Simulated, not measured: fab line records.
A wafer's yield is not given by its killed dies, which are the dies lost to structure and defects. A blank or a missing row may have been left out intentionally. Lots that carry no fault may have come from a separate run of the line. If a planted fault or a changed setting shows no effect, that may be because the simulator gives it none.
Matching of chambers / flow n5 finfet / N5_BEOL_M10_STRIP_19 on rie diel-01: 4 sister chambers
The step strips in O2. 4 wafers are shown with their chamber, then 9 later ones without.

== WAFERS PAIRED WITH THEIR CHAMBERS ==
wafer=L083.5; chamber=0; drypump motor current A (A)=5.34
wafer=L087.2; chamber=3; drypump motor current A (A)=5.25
wafer=L087.3; chamber=2; drypump motor current A (A)=5.78
wafer=L087.4; chamber=1; drypump motor current A (A)=5.62

== WAFERS WITHOUT THEIR CHAMBER ==
wafer=L094.2; drypump motor current A (A)=5.25
wafer=L094.3; drypump motor current A (A)=5.35
wafer=L094.4; drypump motor current A (A)=5.25
wafer=L097.2; drypump motor current A (A)=5.65
wafer=L097.4; drypump motor current A (A)=5.64
wafer=L097.6; drypump motor current A (A)=5.31
wafer=L095.3; drypump motor current A (A)=5.65
wafer=L095.4; drypump motor current A (A)=5.77
wafer=L095.5; drypump motor current A (A)=5.25

== EACH ONE'S CHAMBER ==
wafer=L094.2; from the rows above=3; in truth=3
wafer=L094.3; from the rows above=0; in truth=0
wafer=L094.4; from the rows above=3; in truth=3
wafer=L097.2; from the rows above=1; in truth=1
wafer=L097.4; from the rows above=1; in truth=1
wafer=L097.6; from the rows above=can't be placed: 0 or 3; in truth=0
wafer=L095.3; from the rows above=1; in truth=1
wafer=L095.4; from the rows above=2; in truth=2
wafer=L095.5; from the rows above=3; in truth=3
Correctly placed: 8 of 9. From these rows, 1 cannot be placed; in 1 the true chamber is one of the candidates. Wrongly placed: 0.
How it was worked out, from the rows above alone: a wafer's distance from a chamber is the root of the sum, over the readings, of the square of ((its reading less the chamber's mean) divided by the reading's scatter). If the next closest chamber is less than 2 further off than the closest, the wafer can't be placed; otherwise it belongs to the closest. Each chamber's mean is taken over the wafers shown for it. The scatter: with one shown wafer a chamber, the root of the mean of the squares of how far each hidden wafer lies from its nearest shown one.
